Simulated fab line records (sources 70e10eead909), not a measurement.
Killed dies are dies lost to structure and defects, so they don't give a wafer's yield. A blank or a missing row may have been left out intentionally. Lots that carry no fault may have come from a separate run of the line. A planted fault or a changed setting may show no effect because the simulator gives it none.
fab line records	flow nand_harc	part 1 of 2: steps 1 to 26 of 31
record lots=5	wafers=15	last_day=33
route steps=1302 shown A_WL_FILL@971 A_CONTACT@983
lots with no fault: from the same line, run without faults
start_h: the number of hours between the record's first day and the start of the first shown wafer of the lot	wait_h: hours elapsed since this lot's preceding step	" identical to the entry in the row above	L1.1+2: a single row standing in for several wafers	- no value, or no start was given	* or withheld: withheld	< > ~ a bound
route shown NAME@n: a module of which the file shows steps, and the number in the route of the first	usual: mean and standard deviation over wafers with no fault	same: alike in all rows	chamber/n: place in a boat	sites: each site's reading	_std_site: standard deviation across them	_edge_site: mean of outer sites minus mean of inner sites	radius_mm: how far each site lies from the wafer's centre	mask NAME#n: copy n	behind: the tool/chamber that last shaped the wafer	hold: the reason the lot was held/the length of the hold in hours/how it ended	device: transistor that didn't switch, given as n, p or np	end of line: tests of these same wafers at the route's end	a step given without rows: its recipe and nothing more	killed: not the wafer's yield, but the dies lost to structure and defects at the first sort	map: shows each die of a wafer: x if killed, . if not, _ if none is there
set.NAME: setting as actually run; set.NAME@STEP: the setting as run at that earlier step	model.NAME: the simulator's own value behind a step, which no gauge read
lots at selected steps of the route; one table per step, one row per wafer
services: a tool's chamber out of use, with start hour (start_h, from the record's first day; less than 0 if before it), hours out, and reason
## steps
# step NHARC_A_WL_FILL_CVD_23
# recipe target_thk_a=400	temp_c=620	pressure_mtorr=200	time_s=800	material=poly-Si
# usual zone_power_lower_pct=10.1/0.59	zone_power_upper_pct=9.6/1
lot.wafer	tool	chamber	start_h	wait_h	zone_power_lower_pct	zone_power_upper_pct
L077.3	lpcvd_poly-02	0	526.35	2.3	9.5	10.6
L077.4	"	0	"	"	9.5	10.5
L077.5	"	0	"	"	9.6	10.4
L081.1	lpcvd_poly-01	0	553.31	2.4	10.9	8.5
L081.4	"	0	"	"	10.6	8.5
L081.5	"	0	"	"	10.7	8.4
L090.3	lpcvd_poly-01	0	637.67	2.4	10.8	8.4
L090.5	"	0	"	"	10.7	8.3
L090.6	"	0	"	"	10.9	8.4
L093.2	lpcvd_poly-03	0	679.04	2.4	10.7	9.1
L093.3	"	0	"	"	10.4	9.1
L093.6	"	0	"	"	10.4	9.3
L097.2	lpcvd_poly-01	0	710.85	2.4	10.7	8.3
L097.5	"	0	"	"	10.6	8.4
L097.6	"	0	"	"	10.7	8.4
# step NHARC_A_WL_FILL_ETCHBACK_26
# recipe target_depth_a=520	time_s=13.3	hbr_flow_sccm=150	rf_w=350	icp_w=350	bias_w=60	chemistry=HBr
# usual bias_w=59.99/0.19	drypump_motor_current_A=5.6/0.38	oes_product_au=0.999/0.017	throttle_valve_pct=23.267/0.01
lot.wafer	tool	chamber	start_h	wait_h	bias_w	drypump_motor_current_A	oes_product_au	rf_hours_counter_h	throttle_valve_pct
L077.4	rie_si-01	2	528.98	0.4	60.08	5.8	1.026	1.0	23.268
L077.3	"	0	"	"	60.01	6.1	1.006	1.0	23.285
L077.5	"	1	"	"	60.14	5.6	0.992	-	23.272
L081.4	rie_si-02	2	555.88	0.4	59.80	6.0	0.981	0.7	23.284
L081.1	"	3	"	"	60.09	5.3	1.004	0.7	23.260
L081.5	"	2	"	"	59.75	6.0	0.986	-	23.274
L090.3	rie_si-04	3	640.24	0.4	60.02	5.7	1.015	0.6	23.284
L090.5	"	2	"	"	59.69	6.2	1.001	-	23.267
L090.6	"	3	"	"	60.11	5.7	1.017	-	23.272
L093.2	rie_si-01	3	681.64	0.4	60.29	6.1	1.025	0.8	23.272
L093.3	"	1	"	"	60.12	5.6	0.996	0.7	23.256
L093.6	"	2	"	"	59.77	5.7	1.001	-	23.278
L097.2	rie_si-01	1	713.44	0.4	59.88	5.6	0.983	0.9	23.259
L097.5	"	0	"	"	59.98	6.1	0.986	-	23.261
L097.6	"	1	"	"	59.81	5.6	0.980	-	23.258
# step NHARC_A_WL_FILL_PRECLEAN_30
# recipe time_s=10	chemistry=dHF
lot.wafer	tool	chamber	start_h	wait_h
L077.4+5+3	wet_bench-02	7,1,3	529.12	0.1
L081.1+4+5	wet_bench-01	2,5,6	556.03	0.1
L090.3+5+6	wet_bench-02	7,2,3	640.37	0.1
L093.2+6+3	wet_bench-01	7,2,4	681.77	0.1
L097.6+5+2	wet_bench-04	7,2,3	713.57	0.1
# step NHARC_A_WL_FILL_SRD_14
lot.wafer	tool	chamber	start_h	wait_h
L077.4+5+3	wet_bench-02	7,1,3	529.14	0.0
L081.1+4+5	wet_bench-01	2,5,6	556.05	0.0
L090.3+5+6	wet_bench-02	7,2,3	640.39	0.0
L093.2+6+3	wet_bench-01	7,2,4	681.79	0.0
L097.6+5+2	wet_bench-04	7,2,3	713.60	0.0
# step NHARC_A_WL_FILL_ALD_19
# recipe target_thk_a=20	pulse_time_s=3	ald_cycles=100	temp_c=450	material=TiN
# usual heater_power_w=1076/130	precursor_pulse_height_rel=1.001/0.019
lot.wafer	tool	chamber	start_h	wait_h	heater_power_w	precursor_pulse_height_rel	since_wet_clean_h
L077.4	ald_metal-03	3	529.24	0.1	1018	0.985	129
L077.3	"	1	"	"	1191	0.991	129
L077.5	"	3	"	"	1032	1.030	-
L081.4	ald_metal-02	2	556.15	0.1	1009	0.999	114
L081.1	"	3	"	"	1237	0.982	114
L081.5	"	3	"	"	1237	0.999	-
L090.3	ald_metal-04	3	640.49	0.1	1191	1.005	157
L090.6	"	1	"	"	1276	0.986	-
L090.5	"	2	"	"	840	1.034	-
L093.2	ald_metal-04	2	681.89	0.1	837	0.945	20
L093.3	"	0	"	"	1090	0.996	20
L093.6	"	2	"	"	865	1.028	-
L097.2	ald_metal-03	0	713.72	0.1	1021	0.989	136
L097.5	"	3	"	"	1093	0.975	-
L097.6	"	0	"	"	1021	1.014	-
# step NHARC_A_WL_FILL_CVD_20
# recipe target_thk_a=1000	temp_c=400	pressure_torr=40	wf6_flow_sccm=40	h2_flow_sccm=1600	ar_flow_sccm=1560	time_s=74	material=W
# usual chamber_pressure_Torr=40.02/0.097	heater_power_w=836/52	throttle_valve_pct=8.2/0.33
lot.wafer	tool	chamber	start_h	wait_h	chamber_pressure_Torr	heater_power_w	since_wet_clean_h	throttle_valve_pct
L077.4	cvd_w-01	0	-	-	40.08	872	-	8.6
L077.3	"	1	"	"	40.18	744	-	8.8
L077.5	"	0	"	"	40.18	860	-	9.0
L081.1	cvd_w-02	0	-	-	39.88	834	93	8.1
L081.4	"	1	"	"	39.82	864	-	8.2
L081.5	"	0	"	"	40.01	823	-	7.9
L090.3	cvd_w-01	0	-	-	40.03	827	-	8.9
L090.6	"	0	"	"	39.95	880	-	8.5
L090.5	"	1	"	"	40.08	749	-	8.7
L093.2	cvd_w-01	1	-	-	40.01	769	122	8.3
L093.3	"	1	"	"	40.09	753	-	8.2
L093.6	"	0	"	"	40.10	874	-	8.4
L097.2	cvd_w-01	0	-	-	40.06	859	154	8.6
L097.6	"	0	"	"	39.92	885	-	8.6
L097.5	"	1	"	"	39.98	735	-	8.2
# step NHARC_A_WL_FILL_CMP_12
# recipe t_overpolish_s=30	target_thk_nm=100
# usual edge_zone_pressure_frac=1.000/0.0048	motor_current_A=12.4/1.5	overpolish_run_s=30.000/0.0087	time_to_endpoint_s=19.3/3
lot.wafer	tool	chamber	start_h	wait_h	edge_zone_pressure_frac	motor_current_A	overpolish_run_s	time_to_endpoint_s
L077.3	cmp-03	0	529.62	0.1	1.007	13.2	29.991	14.1
L077.4	"	1	"	"	1.002	14.1	29.999	17.2
L077.5	"	1	"	"	1.003	14.1	29.982	15.2
L081.1	cmp-03	2	556.53	0.2	0.995	10.8	30.001	21.3
L081.4	"	0	"	"	0.996	13.0	30.003	14.1
L081.5	"	2	"	"	0.994	11.0	30.013	20.0
L090.3	cmp-03	2	640.96	0.2	0.996	11.4	30.002	22.2
L090.6	"	0	"	"	0.996	12.9	29.997	17.4
L090.5	"	1	"	"	1.005	13.9	30.010	16.9
L093.3	cmp-04	0	682.30	0.1	1.000	11.2	30.001	18.0
L093.2	"	1	"	"	1.009	16.1	29.981	21.8
L093.6	"	3	"	"	1.000	10.7	30.017	18.0
L097.2	cmp-01	1	714.15	0.2	1.002	12.8	29.984	23.4
L097.5	"	2	"	"	1.005	13.3	30.006	18.5
L097.6	"	3	"	"	0.999	10.0	29.986	22.6
# step NHARC_A_WL_FILL_SRD_31
lot.wafer	tool	chamber	start_h	wait_h
L077.5+4+3	wet_bench-04	6,7,0	529.95	0.1
L081.1+5+4	wet_bench-02	1,2,4	556.85	0.0
L090.5+3+6	wet_bench-04	1,5,6	641.23	0.0
L093.6+3+2	wet_bench-02	1,3,4	682.59	0.0
L097.6+5+2	wet_bench-01	5,6,1	714.40	0.0
# step NHARC_A_WL_FILL_INSPECT_15
# usual raw_defect_count=490/120
lot.wafer	tool	chamber	start_h	wait_h	raw_defect_count
L077.3	defect_inspect-02	-	530.12	0.0	289
L077.4	"	-	"	"	429
L077.5	"	-	"	"	350
L081.1	defect_inspect-02	-	557.00	0.0	504
L081.4	"	-	"	"	388
L081.5	"	-	"	"	515
L090.3	defect_inspect-01	-	641.38	0.0	532
L090.5	"	-	"	"	757
L090.6	"	-	"	"	814
L093.2	defect_inspect-02	-	682.76	0.0	533
L093.3	"	-	"	"	448
L093.6	"	-	"	"	628
L097.2	defect_inspect-01	-	714.55	0.0	358
L097.5	"	-	"	"	379
L097.6	"	-	"	"	337
# step NHARC_A_CONTACT_DEP_24
# recipe target_thk_a=5000	temp_c=400	pressure_torr=6.5	rf_w=900	teos_flow_sccm=161.4	flow_sccm=2650	target_thk_nm=500	gas=O2	material=SiO2
# usual chamber_pressure_Torr=6.501/0.014	heater_power_w=526/110	throttle_valve_pct=15.7/0.6
lot.wafer	tool	chamber	start_h	wait_h	chamber_pressure_Torr	heater_power_w	since_wet_clean_h	throttle_valve_pct
L077.3	pecvd-01	1	530.25	0.1	6.516	684	25	15.4
L077.5	"	1	"	"	6.501	546	-	15.5
L077.4	"	2	"	"	6.501	704	-	16.1
L081.1	pecvd-02	1	557.19	0.2	6.505	449	136	16.3
L081.5	"	0	"	"	6.505	462	-	16.6
L081.4	"	1	"	"	6.506	459	-	16.6
L090.3	pecvd-02	0	641.57	0.2	6.462	462	40	15.9
L090.5	"	0	"	"	6.500	349	-	16.0
L090.6	"	1	"	"	6.495	378	-	15.8
L093.2	pecvd-02	1	682.98	0.2	6.519	456	81	16.2
L093.3	"	2	"	"	6.519	621	81	14.5
L093.6	"	2	"	"	6.513	677	-	14.6
L097.2	pecvd-03	1	714.74	0.2	6.509	478	155	15.4
L097.5	"	2	"	"	6.498	565	-	15.1
L097.6	"	1	"	"	6.494	357	-	15.2
# step NHARC_A_CONTACT_DEP_28
# recipe target_thk_a=70000	temp_c=400	material=aC
# usual throttle_valve_pct=35.001/0.0094
lot.wafer	tool	chamber	start_h	wait_h	throttle_valve_pct
L077.3	acl_dep-03	0	532.20	1.5	35.019
L077.4	"	0	"	"	34.990
L077.5	"	0	"	"	35.004
L081.1	acl_dep-03	0	563.05	5.4	35.005
L081.4	"	0	565.16	7.5	35.013
L081.5	"	0	"	"	35.000
L090.3	acl_dep-01	0	644.07	2.0	35.002
L090.5	"	0	645.50	3.4	35.000
L090.6	"	0	"	"	35.004
L093.2	acl_dep-03	0	685.42	1.9	35.000
L093.3	"	0	"	"	35.004
L093.6	"	0	688.22	4.7	35.001
L097.2	acl_dep-03	0	715.92	0.8	34.995
L097.5	"	0	718.03	2.9	34.991
L097.6	"	0	"	"	34.998
# step NHARC_A_CONTACT_DEP_29
# recipe target_thk_a=1000	target_thk_nm=100	temp_c=400	pressure_torr=3.5	flow_sccm=200	rf_w=350	material=SiON
# usual chamber_pressure_Torr=3.500/0.0076	heater_power_w=729/120
lot.wafer	tool	chamber	start_h	wait_h	chamber_pressure_Torr	heater_power_w	since_wet_clean_h
L077.3	pecvd-02	1	535.08	2.2	3.496	670	114
L077.5	"	2	"	"	3.485	961	-
L077.4	"	0	"	"	3.492	606	-
L081.1	pecvd-01	0	567.29	3.5	3.483	589	62
L081.5	"	0	"	"	3.503	595	-
L081.4	"	1	"	"	3.490	822	-
L090.3	pecvd-03	2	646.97	2.2	3.491	774	87
L090.5	"	1	"	"	3.500	629	-
L090.6	"	0	"	"	3.510	874	-
L093.3	pecvd-02	2	688.95	2.1	3.502	766	87
L093.2	"	1	"	"	3.498	588	87
L093.6	"	1	"	"	3.497	582	-
L097.2	pecvd-01	1	719.48	2.9	3.503	877	33
L097.5	"	1	"	"	3.492	895	-
L097.6	"	2	"	"	3.501	855	-
# step NHARC_A_CONTACT_DEHYDRATE_32
# recipe temp_c=150	time_s=120
# usual heater_power_total_W=182.5/1.3
lot.wafer	tool	chamber	start_h	wait_h	heater_power_total_W
L077.3	litho_track-01	0	535.29	0.2	180.4
L077.4	"	0	"	"	184.7
L077.5	"	0	"	"	184.0
L081.1	litho_track-01	0	567.56	0.2	183.4
L081.4	"	0	"	"	181.9
L081.5	"	0	"	"	182.8
L090.3	litho_track-06	0	647.22	0.2	184.7
L090.5	"	0	"	"	183.7
L090.6	"	0	"	"	183.7
L093.2	litho_track-06	0	689.22	0.2	183.2
L093.3	"	0	"	"	181.5
L093.6	"	0	"	"	181.0
L097.2	litho_track-01	0	719.72	0.2	181.1
L097.5	"	0	"	"	181.5
L097.6	"	0	"	"	184.2
# step NHARC_A_CONTACT_HMDS_33
# recipe time_s=30
lot.wafer	tool	chamber	start_h	wait_h
L077.3+4+5	litho_track-01	0	-	-
L081.1+4+5	litho_track-01	0	-	-
L090.3+5+6	litho_track-06	0	-	-
L093.2+3+6	litho_track-06	0	-	-
L097.2+5+6	litho_track-01	0	-	-
# step NHARC_A_CONTACT_COAT_34
# recipe temp_c=260	time_s=75
# usual heater_power_total_W=486.5/1.6
lot.wafer	tool	chamber	start_h	wait_h	heater_power_total_W
L077.3	litho_track-01	0	-	-	486.8
L077.4	"	0	"	"	486.5
L077.5	"	0	"	"	486.5
L081.1	litho_track-01	0	-	-	487.1
L081.4	"	0	"	"	484.4
L081.5	"	0	"	"	487.4
L090.3	litho_track-06	0	-	-	484.9
L090.5	"	0	"	"	485.0
L090.6	"	0	"	"	485.0
L093.2	litho_track-06	0	-	-	486.1
L093.3	"	0	"	"	486.4
L093.6	"	0	"	"	485.4
L097.2	litho_track-01	0	-	-	487.7
L097.5	"	0	"	"	487.4
L097.6	"	0	"	"	487.7
# step NHARC_A_CONTACT_COAT_35
# recipe temp_c=225	time_s=65
# usual heater_power_total_W=446.6/2
lot.wafer	tool	chamber	start_h	wait_h	heater_power_total_W
L077.3	litho_track-01	0	-	-	449.7
L077.4	"	0	"	"	449.0
L077.5	"	0	"	"	449.7
L081.1	litho_track-01	0	-	-	449.0
L081.4	"	0	"	"	447.9
L081.5	"	0	"	"	446.7
L090.3	litho_track-06	0	-	-	449.7
L090.5	"	0	"	"	445.5
L090.6	"	0	"	"	445.3
L093.2	litho_track-06	0	-	-	444.8
L093.3	"	0	"	"	448.6
L093.6	"	0	"	"	445.8
L097.2	litho_track-01	0	-	-	444.0
L097.5	"	0	"	"	449.5
L097.6	"	0	"	"	447.6
# step NHARC_A_CONTACT_COAT_36
# recipe spin_rpm=1500	resist_thk_nm=90
# usual spin_speed_rpm=1499.9/1.1
lot.wafer	tool	chamber	start_h	wait_h	spin_speed_rpm
L077.3	litho_track-01	0	-	-	1497.0
L077.4	"	0	"	"	1499.0
L077.5	"	0	"	"	1500.4
L081.1	litho_track-01	0	-	-	1501.2
L081.4	"	0	"	"	1499.9
L081.5	"	0	"	"	1499.9
L090.3	litho_track-06	0	-	-	1500.7
L090.5	"	0	"	"	1501.5
L090.6	"	0	"	"	1500.3
L093.2	litho_track-06	0	-	-	1496.4
L093.3	"	0	"	"	1501.8
L093.6	"	0	"	"	1497.8
L097.2	litho_track-01	0	-	-	1501.1
L097.5	"	0	"	"	1500.3
L097.6	"	0	"	"	1499.2
# step NHARC_A_CONTACT_SOFTBAKE_37
# recipe temp_c=105	time_s=55
# usual heater_power_total_W=188.44/0.14
lot.wafer	tool	chamber	start_h	wait_h	heater_power_total_W
L077.3	litho_track-01	0	-	-	188.37
L077.4	"	0	"	"	188.31
L077.5	"	0	"	"	188.46
L081.1	litho_track-01	0	-	-	188.31
L081.4	"	0	"	"	188.78
L081.5	"	0	"	"	188.35
L090.3	litho_track-06	0	-	-	188.36
L090.5	"	0	"	"	188.41
L090.6	"	0	"	"	188.32
L093.2	litho_track-06	0	-	-	188.36
L093.3	"	0	"	"	188.41
L093.6	"	0	"	"	188.49
L097.2	litho_track-01	0	-	-	188.24
L097.5	"	0	"	"	188.33
L097.6	"	0	"	"	188.39
# step NHARC_A_CONTACT_EBR_38
lot.wafer	tool	chamber	start_h	wait_h
L077.3+4+5	litho_track-01	0	-	-
L081.1+4+5	litho_track-01	0	-	-
L090.3+5+6	litho_track-06	0	-	-
L093.2+3+6	litho_track-06	0	-	-
L097.2+5+6	litho_track-01	0	-	-
# step NHARC_A_CONTACT_EXPOSE_39
# recipe na=1.35	sigma_outer=0.8	dose_mj=58.79	mask_id=A_CC_3
# same na=1.35
lot.wafer	tool	chamber	start_h	wait_h	mask
L077.3+4+5	arfi_scanner-02	0	535.49	-	A_CC_3#0
L081.1+4+5	arfi_scanner-01	0	567.87	-	A_CC_3#0
L090.3+5+6	arfi_scanner-03	0	647.53	-	A_CC_3#0
L093.2+3+6	arfi_scanner-02	0	689.53	-	A_CC_3#0
L097.2+5+6	arfi_scanner-01	0	719.91	-	A_CC_3#0
# step NHARC_A_CONTACT_PEB_40
# recipe peb_temp_c=100	peb_time_s=65
# usual heater_power_total_W=156.6/0.41
lot.wafer	tool	chamber	start_h	wait_h	heater_power_total_W
L077.3	litho_track-04	0	535.54	0.0	157.1
L077.4	"	0	"	"	156.6
L077.5	"	0	"	"	156.4
L081.1	litho_track-06	0	567.93	0.1	157.1
L081.4	"	0	"	"	156.2
L081.5	"	0	"	"	156.4
L090.3	litho_track-01	0	647.59	0.0	156.9
L090.5	"	0	"	"	156.0
L090.6	"	0	"	"	156.6
L093.2	litho_track-01	0	689.59	0.1	156.6
L093.3	"	0	"	"	156.4
L093.6	"	0	"	"	157.1
L097.2	litho_track-04	0	719.97	0.1	156.9
L097.5	"	0	"	"	156.0
L097.6	"	0	"	"	157.1
# step NHARC_A_CONTACT_DEVELOP_41
# recipe develop_time_s=35	dev_temp_c=23
lot.wafer	tool	chamber	start_h	wait_h
L077.3+4+5	litho_track-04	0	-	-
L081.1+4+5	litho_track-06	0	-	-
L090.3+5+6	litho_track-01	0	-	-
L093.2+3+6	litho_track-01	0	-	-
L097.2+5+6	litho_track-04	0	-	-
# step NHARC_A_CONTACT_CD_MEAS_42
# recipe target_cd_nm=300	landing_energy_ev=500
# usual cd_nm=300.0/0.55
lot.wafer	tool	chamber	start_h	wait_h	cd_nm
L077.3	cd_sem-02	0	535.62	-	300.1
L077.4	"	0	"	"	300.4
L077.5	"	0	"	"	300.4
L081.1	cd_sem-02	0	568.01	-	300.5
L081.4	"	0	"	"	300.0
L081.5	"	0	"	"	300.0
L090.3	cd_sem-03	0	647.67	-	300.1
L090.5	"	0	"	"	299.9
L090.6	"	0	"	"	299.6
L093.2	cd_sem-03	0	689.67	-	300.7
L093.3	"	0	"	"	299.6
L093.6	"	0	"	"	299.7
L097.2	cd_sem-01	0	720.05	-	300.6
L097.5	"	0	"	"	301.1
L097.6	"	0	"	"	301.4
# step NHARC_A_CONTACT_OVL_MEAS_43
# usual overlay_x_nm=0.2/0.79	overlay_y_nm=-0.2/0.79
lot.wafer	tool	chamber	start_h	wait_h	overlay_x_nm	overlay_y_nm
L077.3	overlay-01	-	535.71	-	-0.3	-0.9
L077.4	"	-	"	"	-0.1	-0.3
L077.5	"	-	"	"	0.3	-0.3
L081.1	overlay-01	-	568.10	-	-0.1	-0.3
L081.4	"	-	"	"	-0.9	-0.5
L081.5	"	-	"	"	-1.2	-0.2
L090.3	overlay-02	-	647.75	-	0.2	-0.5
L090.5	"	-	"	"	-0.3	-0.8
L090.6	"	-	"	"	-0.1	-0.1
L093.2	overlay-01	-	689.76	-	1.1	0.8
L093.3	"	-	"	"	1.3	0.0
L093.6	"	-	"	"	0.9	0.2
L097.2	overlay-02	-	720.13	-	0.0	0.0
L097.5	"	-	"	"	0.3	-0.2
L097.6	"	-	"	"	0.1	-0.6
# step NHARC_A_CONTACT_INSPECT_44
# usual raw_defect_count=86/33
lot.wafer	tool	chamber	start_h	wait_h	raw_defect_count
L077.3	defect_inspect-01	-	535.74	0.0	83
L077.4	"	-	"	"	54
L077.5	"	-	"	"	62
L081.1	defect_inspect-01	-	568.14	0.0	128
L081.4	"	-	"	"	133
L081.5	"	-	"	"	118
L090.3	defect_inspect-01	-	647.79	0.0	121
L090.5	"	-	"	"	98
L090.6	"	-	"	"	109
L093.2	defect_inspect-01	-	689.79	0.0	84
L093.3	"	-	"	"	67
L093.6	"	-	"	"	74
L097.2	defect_inspect-01	-	720.17	0.0	51
L097.5	"	-	"	"	59
L097.6	"	-	"	"	66
# step NHARC_A_CONTACT_DESCUM_47
# recipe time_s=3	o2_flow_sccm=200	ar_flow_sccm=0	bias_power_w=0	chemistry=O2
# usual drypump_motor_current_A=5.7/0.45	oes_product_au=1.002/0.011	rf_vpp_V=57.8/0.89	showerhead_plenum_p_Torr=1.92/0.099	throttle_valve_pct=11.312/0.0098
lot.wafer	tool	chamber	start_h	wait_h	drypump_motor_current_A	oes_product_au	rf_hours_counter_h	rf_vpp_V	showerhead_plenum_p_Torr	throttle_valve_pct
L077.3	rie_diel-06	1	535.81	0.1	5.2	1.012	4	58.2	1.83	11.290
L077.4	"	2	"	"	5.7	0.985	6	58.5	1.89	11.311
L077.5	"	1	"	"	5.2	1.001	-	57.4	1.83	11.322
L081.4	rie_diel-09	3	568.21	0.1	6.4	1.006	22	56.9	1.77	11.306
L081.1	"	1	"	"	5.8	1.011	20	59.3	2.01	11.312
L081.5	"	3	"	"	6.4	1.011	-	56.3	1.77	11.331
L090.3	rie_diel-06	1	647.86	0.1	5.2	0.991	25	57.7	1.83	11.305
L090.6	"	0	"	"	5.8	1.007	-	57.9	2.07	11.323
L090.5	"	1	"	"	5.2	1.000	-	58.5	1.83	11.324
L093.2	rie_diel-06	2	689.85	0.1	5.8	1.000	1	57.1	1.89	11.309
L093.3	"	1	"	"	5.3	0.995	1	57.6	1.82	11.321
L093.6	"	2	"	"	5.7	1.008	-	57.1	1.89	11.298
L097.2	rie_diel-02	0	720.25	0.1	5.7	1.006	49	59.6	2.00	11.319
L097.6	"	2	"	"	6.1	1.010	-	56.9	1.82	11.304
L097.5	"	3	"	"	6.6	1.028	-	59.4	2.03	11.314
